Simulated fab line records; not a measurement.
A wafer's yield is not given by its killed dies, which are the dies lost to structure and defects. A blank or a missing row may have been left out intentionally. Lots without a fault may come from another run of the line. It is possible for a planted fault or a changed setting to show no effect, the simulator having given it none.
fab line records	flow nand_harc
record lots=13	wafers=39	last_day=25
route steps=1159 shown P_BONDPAD@386 A_ZERO_WELL@401 A_ONON_D1@444 A_CHANNEL_HOLE_D1@451 END@1159
lots that met no fault: from a run of the same line without faults
start_h: the number of hours between the record's first day and the start of the first shown wafer of the lot	wait_h: how many hours have passed since the lot's step before this one	" unchanged from the row above	L1.1+2: a row that stands for several wafers	- no value, or no start was given	* or withheld: withheld	< > ~ a bound
route shown NAME@n: a module of which the file shows steps, and the number in the route of the first	usual: mean and standard deviation over wafers with no fault	same: alike in all rows	chamber/n: place in a boat	sites: readings site by site	_std_site: their standard deviation	_edge_site: mean of outer sites minus mean of inner sites	radius_mm: for every site, how far away it sits from the centre of the wafer	mask NAME#n: copy n	behind: the tool/chamber that last shaped the wafer	hold: what put the lot on hold/how long, in hours/how the hold closed	device: names the non-switching transistor (n, p or np)	end of line: the tests these same wafers got at the end of their route	step lacking rows: just its recipe	killed: the dies lost at the first sort to structure and to defects; this is not the yield of the wafer	map: a wafer's dies, marking killed ones x, the rest . and places with no die _
set.NAME: the setting that was run; set.NAME@STEP: the one run at that earlier step	model.NAME: the simulator's own value behind a step, which no gauge read
one table for each step of the route and one row for each wafer, over a sample of lots
services: a tool's chamber out of use, with start hour (start_h, from the record's first day; less than 0 if before it), hours out, and reason
## steps
# step NHARC_P_BONDPAD_ACTIVATE_29
# recipe time_s=60	n2_flow_sccm=200	ar_flow_sccm=0	bias_power_w=0	chemistry=N2
# usual drypump_motor_current_A=5.58/0.2	oes_product_au=1.002/0.01	rf_vpp_V=64.0/0.82	showerhead_plenum_p_Torr=1.75/0.064
lot.wafer	tool	chamber	start_h	wait_h	drypump_motor_current_A	oes_product_au	rf_hours_counter_h	rf_vpp_V	showerhead_plenum_p_Torr
L246.4	rie_diel-13	0	141.52	0.1	5.51	0.994	3	64.0	1.83
L246.1	"	2	"	"	5.80	1.005	3	64.6	1.65
L246.6	"	0	"	"	5.57	0.988	-	64.7	1.83
L248.4	rie_diel-13	2	149.62	0.1	5.81	1.007	3	63.9	1.65
L248.5	"	3	"	"	5.28	1.011	-	64.3	1.78
L248.6	"	0	"	"	5.56	0.997	-	64.3	1.83
L252.3	rie_diel-13	0	170.13	0.1	5.57	0.996	5	63.6	1.83
L252.1	"	1	"	"	5.65	0.997	5	63.7	1.75
L252.6	"	0	"	"	5.57	1.002	-	63.4	1.83
L251.4	rie_diel-01	1	171.54	0.1	5.38	0.999	9	64.1	1.67
L251.1	"	2	"	"	5.72	1.002	10	62.3	1.64
L251.3	"	0	"	"	5.68	1.000	6	63.3	1.79
L253.2	rie_diel-13	2	187.41	0.1	5.80	1.004	6	63.6	1.65
L253.4	"	3	"	"	5.31	1.002	6	64.9	1.78
L253.1	"	0	"	"	5.61	0.991	6	64.7	1.83
L254.1	rie_diel-13	1	187.69	0.1	5.64	0.980	6	64.4	1.75
L254.4	"	2	"	"	5.82	1.001	6	64.3	1.65
L254.2	"	3	"	"	5.30	1.000	6	64.5	1.78
L256.1	rie_diel-13	3	193.07	0.1	5.30	1.004	7	65.7	1.78
L256.4	"	0	"	"	5.55	0.989	7	62.7	1.83
L256.5	"	0	"	"	5.54	0.997	-	64.5	1.83
L259.3	rie_diel-13	3	209.76	0.1	5.34	1.006	8	64.1	1.78
L259.1	"	0	"	"	5.56	0.998	8	63.4	1.82
L259.5	"	3	"	"	5.31	1.002	-	64.9	1.78
L257.1	rie_diel-13	3	210.84	0.1	5.29	1.007	8	64.4	1.78
L257.3	"	1	"	"	5.65	0.989	8	64.5	1.75
L257.5	"	3	"	"	5.32	1.007	-	64.2	1.78
L258.1	rie_diel-13	1	211.87	0.1	5.61	0.994	8	65.1	1.75
L258.5	"	3	"	"	5.29	1.012	-	64.7	1.78
L258.6	"	0	"	"	5.53	0.985	-	63.5	1.83
L263.1	rie_diel-13	1	236.84	0.1	5.64	0.993	11	65.1	1.75
L263.2	"	2	"	"	5.85	1.013	11	63.5	1.65
L263.3	"	0	"	"	5.59	0.996	12	64.9	1.82
L266.3	rie_diel-13	0	261.53	0.1	5.51	1.003	15	64.7	1.82
L266.6	"	2	"	"	5.79	1.013	-	63.5	1.65
L266.5	"	3	"	"	5.31	0.996	-	66.0	1.78
L268.4	rie_diel-13	3	264.21	0.1	5.29	1.002	15	65.0	1.77
L268.3	"	2	"	"	5.82	1.019	15	63.5	1.65
L268.6	"	3	"	"	5.31	0.993	-	63.0	1.77
# step NHARC_A_ZERO_WELL_CD_MEAS_10
# recipe target_cd_nm=2000	landing_energy_ev=500
# usual cd_nm=2000.0/2.3
# same landing_energy_ev=500
lot.wafer	tool	chamber	start_h	wait_h	cd_nm
L246.1	cd_sem-02	0	142.64	-	2002.2
L246.4	"	0	"	"	2002.4
L246.6	"	0	"	"	1997.2
L248.4	cd_sem-02	0	150.71	-	1997.3
L248.5	"	0	"	"	2003.0
L248.6	"	0	"	"	2001.4
L252.1	cd_sem-01	0	171.24	-	1996.2
L252.3	"	0	"	"	1998.8
L252.6	"	0	"	"	2002.1
L251.1	cd_sem-03	0	172.81	-	2002.6
L251.3	"	0	"	"	2002.9
L251.4	"	0	"	"	2004.4
L253.1	cd_sem-03	0	188.64	-	2002.9
L253.2	"	0	"	"	2002.5
L253.4	"	0	"	"	2000.4
L254.1	cd_sem-03	0	188.94	-	2006.1
L254.2	"	0	"	"	2004.2
L254.4	"	0	"	"	2001.7
L256.1	cd_sem-01	0	194.33	-	2002.3
L256.4	"	0	"	"	1997.5
L256.5	"	0	"	"	2000.9
L259.1	cd_sem-02	0	210.89	-	1996.4
L259.3	"	0	"	"	2000.8
L259.5	"	0	"	"	2000.3
L257.1	cd_sem-03	0	211.96	-	1999.5
L257.3	"	0	"	"	1997.8
L257.5	"	0	"	"	2003.9
L258.1	cd_sem-01	0	212.97	-	2001.5
L258.5	"	0	"	"	1997.9
L258.6	"	0	"	"	2000.2
L263.1	cd_sem-03	0	238.09	-	1998.3
L263.2	"	0	"	"	2000.6
L263.3	"	0	"	"	2001.8
L266.3	cd_sem-02	0	262.76	-	2004.0
L266.5	"	0	"	"	1998.7
L266.6	"	0	"	"	1998.4
L268.3	cd_sem-03	0	265.47	-	1997.8
L268.4	"	0	"	"	2001.2
L268.6	"	0	"	"	1998.7
# step NHARC_A_ONON_D1_DEP_28
# recipe target_thk_a=10000	n2_flow_sccm=2750	n2o_flow_sccm=2000	nh3_flow_sccm=500	sih4_flow_sccm=210	temp_c=400
lot.wafer	tool	chamber	start_h	wait_h
L246.1+4+6	pecvd_onon-02	0	177.74	0.1
L248.4+5+6	pecvd_onon-04	0	185.72	0.2
L252.1+3+6	pecvd_onon-04	0	206.48	0.1
L251.1+3+4	pecvd_onon-02	0	206.50	0.1
L254.1+2+4	pecvd_onon-02	0	222.35	0.1
L253.1+2+4	pecvd_onon-04	0	222.36	0.1
L256.1+4+5	pecvd_onon-04	0	227.51	0.1
L259.1+3+5	pecvd_onon-02	0	245.51	0.1
L257.1+3+5	pecvd_onon-01	0	245.68	0.1
L258.1+5+6	pecvd_onon-02	0	245.88	0.1
L263.1+2+3	pecvd_onon-04	0	270.01	0.1
L268.3+4+6	pecvd_onon-01	0	298.08	0.2
L266.3+5+6	pecvd_onon-04	0	298.23	0.2
# step NHARC_A_ONON_D1_THK_MEAS_30
# recipe thk_meas_gauge=ellipsometry
# usual thk_nm=996/7.5
lot.wafer	tool	chamber	start_h	wait_h	thk_nm
L246.1	film_metro-02	-	178.25	-	996
L246.4	"	-	"	"	997
L246.6	"	-	"	"	995
L248.4	film_metro-01	-	186.06	-	995
L248.5	"	-	"	"	997
L248.6	"	-	"	"	997
L252.1	film_metro-02	-	206.99	-	991
L252.3	"	-	"	"	988
L252.6	"	-	"	"	988
L251.1	film_metro-01	-	207.01	-	986
L251.3	"	-	"	"	987
L251.4	"	-	"	"	988
L254.1	film_metro-01	-	222.87	-	995
L254.2	"	-	"	"	997
L254.4	"	-	"	"	996
L253.1	film_metro-02	-	222.87	-	998
L253.2	"	-	"	"	998
L253.4	"	-	"	"	996
L256.1	film_metro-01	-	228.02	-	989
L256.4	"	-	"	"	989
L256.5	"	-	"	"	989
L259.1	film_metro-02	-	246.02	-	1295
L259.3	"	-	"	"	1293
L259.5	"	-	"	"	1295
L257.1	film_metro-01	-	246.19	-	999
L257.3	"	-	"	"	1000
L257.5	"	-	"	"	1002
L258.1	film_metro-02	-	246.39	-	1299
L258.5	"	-	"	"	1298
L258.6	"	-	"	"	1299
L263.1	film_metro-01	-	270.52	-	1006
L263.2	"	-	"	"	1005
L263.3	"	-	"	"	1004
L268.3	film_metro-02	-	298.48	-	985
L268.4	"	-	"	"	987
L268.6	"	-	"	"	988
L266.3	film_metro-02	-	298.63	-	997
L266.5	"	-	"	"	997
L266.6	"	-	"	"	995
# step NHARC_A_CHANNEL_HOLE_D1_DEP_01
# recipe target_thk_a=1400	target_thk_nm=140	temp_c=400	pressure_torr=3.5	flow_sccm=200	rf_w=350	material=SiON
# usual heater_power_w=758/90
lot.wafer	tool	chamber	start_h	wait_h	heater_power_w
L246.1	pecvd-04	1	183.77	1.8	649
L246.4	"	0	"	"	754
L246.6	"	1	"	"	634
L248.6	pecvd-04	2	189.39	0.1	903
L248.5	"	0	"	"	707
L248.4	"	1	"	"	642
L252.1	pecvd-04	2	209.52	1.6	831
L252.3	"	1	"	"	713
L252.6	"	0	"	"	703
L251.1	pecvd-02	0	210.36	1.7	782
L251.3	"	2	"	"	835
L251.4	"	0	"	"	797
L254.2	pecvd-02	1	227.89	1.5	640
L254.1	"	2	"	"	789
L254.4	"	0	"	"	907
L253.2	pecvd-04	2	229.43	1.3	827
L253.1	"	0	"	"	650
L253.4	"	1	"	"	718
L256.1	pecvd-04	0	233.20	1.7	755
L256.4	"	1	"	"	737
L256.5	"	2	"	"	806
L257.1	pecvd-04	2	248.82	1.6	814
L257.3	"	1	"	"	716
L257.5	"	2	"	"	816
L263.2	pecvd-02	2	275.73	1.3	890
L263.1	"	0	"	"	923
L263.3	"	1	"	"	618
L268.3	pecvd-02	2	300.99	1.0	850
L268.6	"	0	"	"	802
L268.4	"	1	"	"	641
L266.3	pecvd-02	0	301.21	1.0	851
L266.6	"	0	"	"	876
L266.5	"	2	"	"	724
# step NHARC_END_SORT_01
# recipe temp_c=25
# usual killed_at_array=28/11	killed_at_other=0.8/1.1	killed_at_periphery=3.3/2.8	killed_dies=32/11	killed_open=3.3/1.9	killed_short=1.9/1.4
# same gross_dies=677
lot.wafer	tool	chamber	start_h	wait_h	killed_at_array	killed_at_other	killed_at_periphery	killed_dies	killed_open	killed_short
L259.1	prober-02	0	506.00	2.5	668	3	6	677	1	3
L259.3	prober-02	0	507.63	3.1	666	5	6	677	2	0
L259.5	prober-02	0	509.25	3.8	672	4	1	677	0	3
L258.1	prober-01	0	518.07	2.6	675	0	2	677	2	5
L258.5	prober-01	0	521.28	3.7	668	0	9	677	3	3
L258.6	prober-01	0	522.09	4.0	671	0	6	677	2	3
# killed by level:class
L259.1 A_ONON_D1:area_dep=634 A_CHANNEL_HOLE_D1:chamber_film_flake=20 A_CONTACT:chamber_film_flake=5 THIN_TSV:chamber_film_flake=3 P_M1:chamber_film_flake=2 A_SLIT:chamber_film_flake=2 P_M0:geometric_particle:open=1 A_CONTACT:geometric_particle:short=1
L259.3 A_ONON_D1:area_dep=630 A_CHANNEL_HOLE_D1:chamber_film_flake=22 A_STAIRCASE:chamber_film_flake=6 A_CONTACT:chamber_film_flake=6 THIN_TSV:chamber_film_flake=5 P_M1:chamber_film_flake=3 P_CONTACT:geometric_particle:open=1 P_M0:geometric_particle:open=1
L259.5 A_ONON_D1:area_dep=632 A_CHANNEL_HOLE_D1:chamber_film_flake=21 A_STAIRCASE:chamber_film_flake=8 A_CONTACT:chamber_film_flake=7 THIN_TSV:chamber_film_flake=4 A_WL_FILL:geometric_particle:short=1 A_M0:geometric_particle:short=1 A_M1:geometric_particle:short=1
L258.1 A_ONON_D1:area_dep=638 A_CHANNEL_HOLE_D1:chamber_film_flake=21 A_SLIT:chamber_film_flake=11 A_ONON_D1:geometric_particle:short=3 P_CONTACT:geometric_particle:open=1 P_M1:geometric_particle:open=1 A_CHANNEL_HOLE_D1:geometric_particle:short=1 A_WL_FILL:geometric_particle:short=1
L258.5 A_ONON_D1:area_dep=629 A_CHANNEL_HOLE_D1:chamber_film_flake=25 P_ZERO_WELL:chamber_film_flake=5 A_SLIT:chamber_film_flake=5 A_STAIRCASE:chamber_film_flake=3 A_CONTACT:geometric_particle:open=2 P_STI:chamber_film_flake=2 P_M0:geometric_particle:open=1
L258.6 A_ONON_D1:area_dep=635 A_CHANNEL_HOLE_D1:chamber_film_flake=15 A_SLIT:chamber_film_flake=10 A_STAIRCASE:chamber_film_flake=4 P_M1:chamber_film_flake=3 A_CONTACT:geometric_particle:open=2 P_ZERO_WELL:chamber_film_flake=2 A_CHANNEL_FILL_D1:chamber_film_flake=2
## services
tool	chamber	start_h	hours	kind
pecvd-02	-	123.22	0.9	repair
rie_diel-01	-	137.85	9.0	pm
pecvd_onon-04	-	141.19	0.2	repair
pecvd-04	2	148.30	5.7	repair
rie_diel-01	-	152.35	4.5	repair
pecvd_onon-02	-	152.71	0.2	repair
pecvd-02	-	153.33	13.0	pm
rie_diel-01	0	159.23	6.3	repair
pecvd-02	-	178.66	1.9	repair
rie_diel-01	1	179.86	7.3	repair
pecvd-04	-	195.41	13.0	pm
pecvd_onon-01	-	195.43	13.0	pm
pecvd-02	1	197.67	1.8	repair
pecvd_onon-01	-	214.07	2.1	repair
rie_diel-01	1	215.95	7.9	repair
rie_diel-01	3	219.31	15.7	repair
pecvd_onon-04	-	237.00	13.0	pm
rie_diel-13	-	237.10	0.2	repair
rie_diel-13	1	251.98	7.7	repair
rie_diel-13	2	267.07	3.4	repair
pecvd-04	0	270.08	21.1	repair
rie_diel-13	-	276.01	9.0	pm
rie_diel-01	3	288.44	4.6	repair
pecvd_onon-02	-	292.00	13.0	pm
## key
first_sign step=NHARC_A_ONON_D1_THK_MEAS_30	reading=thk_nm	direction=up	sigmas=40	usual=996	struck=1297
effect step=NHARC_END_SORT_01	reading=killed_at_array	direction=up	sigmas=58	usual=28	struck=670
more_kills_born_at NHARC_A_ONON_D1_DEP_28@pecvd_onon-02=3798
met_at NHARC_A_ONON_D1_DEP_28
struck_lots L258,L259
later_rows_left_out L258.1,L258.5,L258.6,L259.1,L259.3,L259.5
tester_left_out L258,L259
not_acting_at NHARC_P_BONDPAD_ACTIVATE_29,NHARC_A_ZERO_WELL_CD_MEAS_10,NHARC_A_CHANNEL_HOLE_D1_DEP_01
fault kind=process_parameter_drift	tool=pecvd_onon-02	chamber=-	onset_h=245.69	steps=NHARC_A_ONON_D1_DEP_28	channel=target_thk_a	offset=*	shape=step	acts_in=*	stated=*
# tester_left_out: of these lots the tester's yield and bins aren't shown, on N5 and GAA mostly nor the transistor test; their killed dies are dies lost to structure and defects alone, not to doping, threshold or leakage, so they don't give the yield
# later_rows_left_out: the simulator's readings of these wafers behind a module that went badly wrong aren't trusted and aren't shown, but for the sort
